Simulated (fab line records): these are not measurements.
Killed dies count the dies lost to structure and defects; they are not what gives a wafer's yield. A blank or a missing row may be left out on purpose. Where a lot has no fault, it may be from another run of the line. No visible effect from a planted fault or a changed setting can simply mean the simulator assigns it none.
fab line records | flow n5_finfet | part 1 of 2: steps 1 to 4 of 6
record: lots: 22 wafers: 66 last_day: 17
route steps=1938 shown FIN_SAQP@118 STI_FIN_REVEAL@191
lots that met no fault: taken from a fault-free run of the same line
start_h: the number of hours between the record's first day and the start of the first shown wafer of the lot | wait_h: hours from the lot's prior step to this one | " identical to the entry in the row above | L1.1+2: one row covering several wafers at once | - no value, or no start given | * or withheld: withheld | < > ~ a bound
route shown NAME@n: names a module that has steps shown in the file, with the first one's number in the route | usual: mean and standard deviation over wafers with no fault | same: alike in all rows | chamber/n: place in a boat | sites: the reading at each site | _std_site: standard deviation of those values | _edge_site: the outer-site mean with the inner-site mean subtracted | radius_mm: for every site, how far away it sits from the centre of the wafer | mask NAME#n: copy n | behind: the tool/chamber that last shaped the wafer | hold: the reason the lot was held/the length of the hold in hours/how it ended | device: the transistor (n, p or np) that didn't switch | end of line: the same wafers' tests at the end of the route | a step given without rows: its recipe and nothing more | killed: count of dies lost to structure and defects at first sort (not the wafer's yield) | map: dies across one wafer; x = killed, . = not, _ = none there
set.NAME: the setting the step ran with; set.NAME@STEP: the setting that earlier step ran with | model.NAME: the simulator's own value behind a step, which no gauge read
the route's steps for a sample of lots (tables are steps, rows are wafers)
services: the hour from which a tool's chamber was out of use, counted from the record's first day as start_h (under 0 if before that day), plus the number of hours and why
== steps ==
step: N5_FIN_SAQP_HM_OPEN_73
recipe: chemistry: CHF3/O2 target: SiO2 stop_on: a-Si target_depth_a: 120 over_etch_frac: 1.8 mask_material: SOC time_s: 16.8 pressure_mtorr: 30 source_w: 650 bias_w: 170 Ar_flow_sccm: 200 CHF3_flow_sccm: 50 O2_flow_sccm: 5 ion_energy_ev: 200 ends: end_point
usual: drypump_motor_current_A: 5.7/0.46 oes_product_au: 0.48/0.048 rf_vpp_V: 522/18 showerhead_plenum_p_Torr: 2.43/0.064 throttle_valve_pct: 18.97/0.23
columns lot.wafer tool chamber start_h wait_h drypump_motor_current_A oes_product_au rf_hours_counter_h rf_vpp_V showerhead_plenum_p_Torr throttle_valve_pct
L074.2 rie_diel-01 3 22.61 0.0 6.0 0.52 42 539 2.48 19.01
L074.3 " 2 " " 5.3 0.48 82 490 2.55 18.91
L074.4 " 0 " " 6.3 0.50 86 539 2.46 18.88
L075.4 rie_diel-01 3 27.85 0.0 5.9 0.52 44 538 2.48 19.02
L075.5 " 0 " " 6.3 0.50 - 540 2.46 18.86
L075.6 " 1 " " 5.8 0.44 - 532 2.40 19.37
L076.2 rie_diel-05 0 34.23 0.0 5.1 0.58 7 525 2.40 18.74
L076.3 " 3 " " 5.0 0.43 226 519 2.40 19.12
L076.6 " 0 " " 5.1 0.57 - 525 2.40 18.72
L077.3 rie_diel-04 2 40.73 0.0 5.4 0.42 230 534 2.39 19.01
L077.5 " 3 " " 6.1 0.41 - 540 2.38 18.92
L077.6 " 2 " " 5.3 0.43 - 535 2.39 19.03
L080.1 rie_diel-01 3 58.24 0.0 6.0 0.52 54 538 2.48 19.02
L080.3 " 1 " " 5.7 0.43 183 533 2.39 19.40
L080.4 " 0 " " 6.3 0.50 98 538 2.46 18.88
L081.1 rie_diel-01 1 64.95 0.0 5.7 0.44 185 531 2.39 19.40
L081.3 " 3 " " 5.9 0.51 56 537 2.48 19.04
L081.6 " 1 " " 5.8 0.44 - 532 2.39 19.40
L082.1 rie_diel-05 0 70.48 0.0 5.1 0.55 20 525 2.39 18.75
L082.3 " 3 " " 5.0 0.42 240 521 2.40 19.16
L082.4 " 2 " " 6.7 0.46 146 511 2.38 19.09
L083.1 rie_diel-04 0 76.40 0.0 5.9 0.49 90 507 2.32 18.61
L083.4 " 2 " " 5.4 0.43 242 535 2.38 19.04
L083.5 " 2 " " 5.4 0.42 - 534 2.38 19.06
L084.2 rie_diel-04 2 82.06 0.0 5.4 0.41 244 535 2.38 19.05
L084.3 " 1 " " 5.4 0.56 16 492 2.49 18.89
L084.6 " 2 " " 5.4 0.43 - 535 2.38 19.05
L085.2 rie_diel-01 2 89.16 0.0 5.3 0.47 104 491 2.54 18.94
L085.4 " 3 " " 6.0 0.50 64 537 2.47 19.05
L085.5 " 2 " " 5.3 0.47 - 492 2.54 18.93
L086.2 rie_diel-04 2 94.73 0.0 5.4 0.41 249 534 2.38 19.04
L086.3 " 1 " " 5.4 0.54 21 491 2.48 18.89
L086.6 " 0 " " 5.9 0.48 - 507 2.32 18.61
L087.3 rie_diel-01 1 100.83 0.0 5.7 0.42 197 532 2.39 19.42
L087.5 " 0 " " 6.3 0.48 - 537 2.45 18.89
L087.6 " 1 " " 5.7 0.43 - 531 2.39 19.42
L088.1 rie_diel-05 1 106.06 0.0 5.8 0.54 23 540 2.36 18.73
L088.5 " 0 " " 5.1 0.54 - 526 2.39 18.77
L088.6 " 2 " " 6.7 0.45 - 511 2.38 19.13
L089.1 rie_diel-01 3 111.78 0.0 6.0 0.50 73 535 2.47 19.07
L089.2 " 0 " " 6.3 0.48 117 538 2.45 18.91
L089.3 " 1 " " 5.8 0.43 201 533 2.39 19.44
L090.1 rie_diel-04 1 118.74 0.0 5.4 0.53 31 492 2.48 18.90
L090.3 " 3 " " 6.1 0.58 4 542 2.37 18.52
L090.5 " 0 " " 5.9 0.49 - 508 2.32 18.62
L091.2 rie_diel-01 3 123.73 0.0 6.0 0.50 77 539 2.47 19.06
L091.5 " 3 " " 6.0 0.50 - 539 2.47 19.05
L091.6 " 2 " " 5.3 0.47 - 491 2.54 18.97
L092.1 rie_diel-04 2 129.92 0.0 5.4 0.58 4 535 2.38 18.57
L092.2 " 3 " " 6.0 0.58 8 542 2.37 18.54
L092.4 " 0 " " 5.9 0.48 107 506 2.32 18.65
L093.2 rie_diel-01 0 135.76 0.0 6.3 0.47 125 538 2.45 18.92
L093.3 " 1 " " 5.7 0.43 210 531 2.38 19.44
L093.4 " 3 " " 6.0 0.49 82 537 2.47 19.08
L094.3 rie_diel-01 0 142.65 0.0 6.3 0.47 127 539 2.45 18.92
L094.4 " 1 " " 5.8 0.42 211 531 2.38 19.45
L094.6 " 3 " " 6.0 0.49 - 536 2.47 19.08
L095.2 rie_diel-05 2 148.49 0.0 6.7 0.44 173 511 2.37 19.14
L095.5 " 0 " " 5.1 0.51 - 524 2.38 18.79
L095.6 " 3 " " 5.0 0.57 - 520 2.39 18.75
L096.4 rie_diel-05 2 153.79 0.0 6.7 0.44 174 511 2.37 19.14
L096.5 " 2 " " 6.7 0.44 - 511 2.37 19.15
L096.6 " 3 " " 5.0 0.58 - 521 2.39 18.76
L097.2 rie_diel-01 3 163.84 0.0 6.0 0.49 93 539 2.46 19.10
L097.4 " 0 " " 6.3 0.48 135 539 2.44 18.94
L097.6 " 2 " " 5.3 0.45 - 492 2.53 18.99
step: N5_FIN_SAQP_CD_MEAS_27
recipe: target_cd_nm: 20 landing_energy_ev: 1000 detector: se_inlens polarity: line
usual: cd_nm: 20.28/0.3
columns lot.wafer tool chamber start_h wait_h cd_nm
L074.2 cd_sem-02 0 24.47 0.1 20.32
L074.3 " 0 " " 20.06
L074.4 " 0 " " 19.75
L075.4 cd_sem-01 0 29.67 0.1 20.27
L075.5 " 0 " " 20.79
L075.6 " 0 " " 19.78
L076.2 cd_sem-02 0 36.07 0.1 19.99
L076.3 " 0 " " 20.29
L076.6 " 0 " " 19.60
L077.3 cd_sem-02 0 42.81 0.1 20.80
L077.5 " 0 " " 20.26
L077.6 " 0 " " 20.56
L080.1 cd_sem-02 0 60.06 0.1 20.79
L080.3 " 0 " " 19.79
L080.4 " 0 " " 20.31
L081.1 cd_sem-01 0 67.62 0.1 19.89
L081.3 " 0 " " 20.27
L081.6 " 0 " " 21.17
L082.1 cd_sem-03 0 72.30 0.1 20.25
L082.3 " 0 " " 20.59
L082.4 " 0 " " 20.16
L083.1 cd_sem-02 0 78.34 0.1 20.05
L083.4 " 0 " " 20.35
L083.5 " 0 " " 19.76
L084.2 cd_sem-02 0 84.41 0.1 20.09
L084.3 " 0 " " 20.40
L084.6 " 0 " " 20.37
L085.2 cd_sem-02 0 91.00 0.1 20.25
L085.4 " 0 " " 20.52
L085.5 " 0 " " 20.21
L086.2 cd_sem-02 0 97.01 0.1 20.27
L086.3 " 0 " " 20.86
L086.6 " 0 " " 20.37
L087.3 cd_sem-03 0 102.84 0.1 20.37
L087.5 " 0 " " 20.36
L087.6 " 0 " " 20.31
L088.1 cd_sem-01 0 107.86 0.1 20.68
L088.5 " 0 " " 20.22
L088.6 " 0 " " 20.27
L089.1 cd_sem-02 0 114.09 0.1 19.94
L089.2 " 0 " " 20.27
L089.3 " 0 " " 20.34
L090.1 cd_sem-03 0 121.48 0.1 20.05
L090.3 " 0 " " 20.48
L090.5 " 0 " " 20.69
L091.2 cd_sem-02 0 126.39 0.1 20.38
L091.5 " 0 " " 19.95
L091.6 " 0 " " 20.33
L092.1 cd_sem-01 0 131.84 0.1 20.04
L092.2 " 0 " " 20.24
L092.4 " 0 " " 20.10
L093.2 cd_sem-02 0 137.58 0.1 19.83
L093.3 " 0 " " 19.77
L093.4 " 0 " " 20.39
L094.3 cd_sem-03 0 144.54 0.1 20.19
L094.4 " 0 " " 20.40
L094.6 " 0 " " 19.96
L095.2 cd_sem-02 0 150.58 0.1 20.37
L095.5 " 0 " " 20.83
L095.6 " 0 " " 20.26
L096.4 cd_sem-02 0 156.20 0.1 20.20
L096.5 " 0 " " 20.30
L096.6 " 0 " " 20.40
L097.2 cd_sem-02 0 165.68 0.1 20.16
L097.4 " 0 " " 20.28
L097.6 " 0 " " 20.24
step: N5_FIN_SAQP_ETCH_57
recipe: chemistry: CH3F/O2 target: SiNx mask_material: SiO2 target_depth_a: 325 time_s: 46.4 pressure_mtorr: 30 source_w: 395 bias_w: 73 Ar_flow_sccm: 150 CH3F_flow_sccm: 30 O2_flow_sccm: 20 ion_energy_ev: 120 ends: cleared
usual: drypump_motor_current_A: 5.7/0.48 etch_rf_on_time_s: 46.5/1.4 oes_product_au: 0.71/0.083 rf_vpp_V: 297/9.5 showerhead_plenum_p_Torr: 2.00/0.055 throttle_valve_pct: 16.41/0.24
columns lot.wafer tool chamber start_h wait_h drypump_motor_current_A etch_rf_on_time_s oes_product_au rf_hours_counter_h rf_vpp_V showerhead_plenum_p_Torr throttle_valve_pct
L074.2 rie_diel-04 2 24.56 0.1 5.4 47.6 0.59 225 302 1.98 16.53
L074.3 " 0 " " 5.9 46.9 0.71 73 287 1.93 16.11
L074.4 " 0 " " 5.9 45.7 0.72 - 288 1.93 16.12
L075.4 rie_diel-04 2 29.95 0.3 5.3 47.5 0.60 - 303 1.98 16.54
L075.5 " 0 " " 5.9 46.7 0.71 - 287 1.93 16.10
L075.6 " 3 " " 6.0 46.8 0.58 - 306 1.97 16.43
L076.2 rie_diel-01 3 36.13 0.1 5.9 45.7 0.75 47 303 2.05 16.43
L076.3 " 2 " " 5.3 44.5 0.69 86 280 2.13 16.46
L076.6 " 0 " " 6.3 45.9 0.71 - 307 2.04 16.34
L077.3 rie_diel-04 0 42.86 0.0 5.9 44.5 0.70 79 287 1.93 16.12
L077.5 " 1 " " 5.4 45.7 0.84 - 279 2.07 16.36
L077.6 " 0 " " 6.0 46.6 0.71 - 287 1.93 16.12
L080.1 rie_diel-05 3 60.19 0.1 4.9 48.1 0.59 236 295 1.99 16.66
L080.3 " 1 " " 5.8 44.3 0.84 4 307 1.97 16.20
L080.4 " 0 " " 5.1 44.9 0.81 17 298 1.99 16.21
L081.1 rie_diel-01 3 67.67 0.0 6.0 46.5 0.72 57 305 2.05 16.47
L081.3 " 1 " " 5.8 48.3 0.61 186 301 1.99 16.90
L081.6 " 1 " " 5.7 48.9 0.60 - 301 1.99 16.92
L082.1 rie_diel-05 1 72.41 0.1 5.8 44.6 0.83 9 307 1.97 16.21
L082.3 " 2 " " 6.7 50.2 0.62 146 291 1.98 16.64
L082.4 " 3 " " 5.0 50.0 0.58 240 294 1.99 16.66
L083.1 rie_diel-01 0 78.39 0.0 6.3 47.1 0.71 105 304 2.04 16.37
L083.4 " 3 " " 6.0 47.2 0.72 62 304 2.05 16.46
L083.5 " 1 " " 5.7 48.7 0.61 - 301 1.99 16.90
L084.2 rie_diel-01 1 84.60 0.2 5.7 47.8 0.61 192 301 1.99 16.91
L084.3 " 2 " " 5.3 46.6 0.67 103 281 2.13 16.51
L084.6 " 2 " " 5.3 46.7 0.67 - 283 2.13 16.51
L085.2 rie_diel-01 3 91.07 0.1 6.0 46.7 0.71 66 305 2.05 16.48
L085.4 " 1 " " 5.7 46.6 0.60 193 302 1.98 16.91
L085.5 " 0 " " 6.3 45.2 0.69 - 303 2.04 16.39
L086.2 rie_diel-01 0 97.06 0.0 6.3 45.3 0.70 111 304 2.03 16.39
L086.3 " 3 " " 6.0 46.2 0.71 67 303 2.05 16.48
L086.6 " 3 " " 6.0 46.9 0.72 - 305 2.05 16.49
L087.3 rie_diel-01 2 102.88 0.0 5.3 46.2 0.67 109 279 2.12 16.52
L087.5 " 3 " " 6.0 46.5 0.72 - 304 2.05 16.48
L087.6 " 0 " " 6.3 46.6 0.69 - 306 2.03 16.40
L088.1 rie_diel-04 0 107.91 0.0 5.9 46.8 0.69 100 287 1.92 16.15
L088.5 " 1 " " 5.4 46.8 0.77 - 279 2.07 16.40
L088.6 " 0 " " 5.9 48.4 0.68 - 287 1.92 16.17
L089.1 rie_diel-04 0 114.20 0.1 5.9 46.4 0.67 102 288 1.92 16.16
L089.2 " 3 " " 6.0 43.3 0.87 2 306 1.97 15.98
L089.3 " 1 " " 5.4 45.1 0.76 30 280 2.06 16.42
L090.1 rie_diel-04 1 121.52 0.0 5.4 47.5 0.76 33 280 2.06 16.41
L090.3 " 3 " " 6.0 45.5 0.85 5 308 1.96 16.00
L090.5 " 1 " " 5.4 47.3 0.75 - 279 2.06 16.42
L091.2 rie_diel-05 1 126.43 0.0 5.8 45.1 0.76 32 305 1.96 16.27
L091.5 " 3 " " 5.0 46.1 0.85 - 297 1.98 16.20
L091.6 " 0 " " 5.0 46.2 0.76 - 297 1.98 16.26
L092.1 rie_diel-05 3 132.08 0.2 5.0 44.5 0.84 6 294 1.98 16.20
L092.2 " 1 " " 5.8 45.2 0.77 34 306 1.96 16.27
L092.4 " 0 " " 5.1 46.4 0.75 46 299 1.97 16.27
L093.2 rie_diel-05 2 137.63 0.0 6.7 49.6 0.60 169 290 1.97 16.70
L093.3 " 0 " " 5.1 45.3 0.74 49 298 1.97 16.27
L093.4 " 1 " " 5.8 45.5 0.76 37 306 1.96 16.27
L094.3 rie_diel-04 3 144.58 0.0 6.0 45.5 0.82 12 306 1.96 16.01
L094.4 " 1 " " 5.5 47.1 0.73 41 279 2.06 16.45
L094.6 " 2 " " 5.4 45.7 0.81 - 302 1.97 16.07
L095.2 rie_diel-05 1 150.63 0.0 5.8 46.5 0.75 41 307 1.96 16.28
L095.5 " 1 " " 5.8 46.5 0.76 - 307 1.96 16.28
L095.6 " 0 " " 5.1 46.5 0.75 - 298 1.97 16.27
L096.4 rie_diel-05 1 156.40 0.2 5.8 46.6 0.75 42 306 1.96 16.29
L096.5 " 0 " " 5.1 46.8 0.75 - 297 1.97 16.28
L096.6 " 1 " " 5.8 45.6 0.75 - 306 1.96 16.29
L097.2 rie_diel-01 1 165.85 0.2 5.8 47.2 0.59 219 301 1.98 16.97
L097.4 " 3 " " 6.0 46.2 0.70 94 305 2.04 16.52
L097.6 " 1 " " 5.7 48.0 0.59 - 300 1.98 16.99
step: N5_FIN_SAQP_RECESS_71
recipe: chemistry: HF/NH3 target: SiO2 target_depth_a: 30 afs_cycles: 1 temp_c: 30 sublimation_temp_c: 180 sublimation_time_s: 60
usual: drypump_motor_current_A: 5.7/0.33 foreline_p_Torr: 0.1280/0.0005
columns lot.wafer tool chamber start_h wait_h drypump_motor_current_A foreline_p_Torr
L074.2 vapor_etch-02 1 25.40 0.0 5.5 0.1275
L074.3 " 1 " " 5.5 0.1270
L074.4 " 0 " " 6.0 0.1278
L075.4 vapor_etch-01 1 30.77 0.1 5.3 0.1280
L075.5 " 0 " " 6.1 0.1282
L075.6 " 1 " " 5.3 0.1280
L076.2 vapor_etch-02 0 36.99 0.0 6.0 0.1282
L076.3 " 1 " " 5.5 0.1277
L076.6 " 1 " " 5.5 0.1288
L077.3 vapor_etch-02 0 43.73 0.1 6.0 0.1280
L077.5 " 0 " " 6.0 0.1275
L077.6 " 1 " " 5.5 0.1283
L080.1 vapor_etch-02 0 61.02 0.0 6.0 0.1275
L080.3 " 0 " " 6.0 0.1278
L080.4 " 1 " " 5.5 0.1286
L081.1 vapor_etch-02 0 68.68 0.0 6.0 0.1276
L081.3 " 0 " " 6.0 0.1280
L081.6 " 0 " " 6.0 0.1277
L082.1 vapor_etch-01 0 73.30 0.0 6.1 0.1281
L082.3 " 1 " " 5.3 0.1278
L082.4 " 0 " " 6.1 0.1276
L083.1 vapor_etch-01 1 79.22 0.0 5.3 0.1279
L083.4 " 0 " " 6.1 0.1276
L083.5 " 1 " " 5.3 0.1278
L084.2 vapor_etch-02 0 85.48 0.0 6.0 0.1284
L084.3 " 0 " " 6.0 0.1277
L084.6 " 1 " " 5.5 0.1276
L085.2 vapor_etch-01 0 91.90 0.0 6.1 0.1280
L085.4 " 0 " " 6.1 0.1278
L085.5 " 1 " " 5.3 0.1279
L086.2 vapor_etch-02 0 97.93 0.0 6.0 0.1279
L086.3 " 1 " " 5.5 0.1281
L086.6 " 0 " " 6.0 0.1283
L087.3 vapor_etch-01 0 103.76 0.1 6.1 0.1280
L087.5 " 0 " " 6.1 0.1285
L087.6 " 1 " " 5.3 0.1278
L088.1 vapor_etch-02 1 108.80 0.0 5.5 0.1282
L088.5 " 0 " " 6.0 0.1279
L088.6 " 1 " " 5.5 0.1285
L089.1 vapor_etch-02 0 115.11 0.0 6.0 0.1283
L089.2 " 1 " " 5.5 0.1283
L089.3 " 0 " " 6.0 0.1282
L090.1 vapor_etch-02 1 122.35 0.0 5.5 0.1293
L090.3 " 1 " " 5.5 0.1276
L090.5 " 0 " " 6.0 0.1273
L091.2 vapor_etch-02 0 127.26 0.0 6.0 0.1281
L091.5 " 1 " " 5.5 0.1274
L091.6 " 0 " " 6.0 0.1278
L092.1 vapor_etch-01 0 133.03 0.0 6.1 0.1279
L092.2 " 1 " " 5.3 0.1279
L092.4 " 1 " " 5.3 0.1277
L093.2 vapor_etch-01 0 138.46 0.0 6.1 0.1283
L093.3 " 0 " " 6.1 0.1287
L093.4 " 1 " " 5.3 0.1280
L094.3 vapor_etch-01 1 145.45 0.1 5.3 0.1280
L094.4 " 0 " " 6.1 0.1288
L094.6 " 1 " " 5.3 0.1281
L095.2 vapor_etch-01 1 151.86 0.1 5.3 0.1278
L095.5 " 1 " " 5.3 0.1279
L095.6 " 1 " " 5.3 0.1278
L096.4 vapor_etch-02 1 157.30 0.1 5.5 0.1279
L096.5 " 0 " " 6.0 0.1280
L096.6 " 1 " " 5.5 0.1277
L097.2 vapor_etch-01 0 166.80 0.1 6.1 0.1277
L097.4 " 0 " " 6.1 0.1277
L097.6 " 1 " " 5.3 0.1281
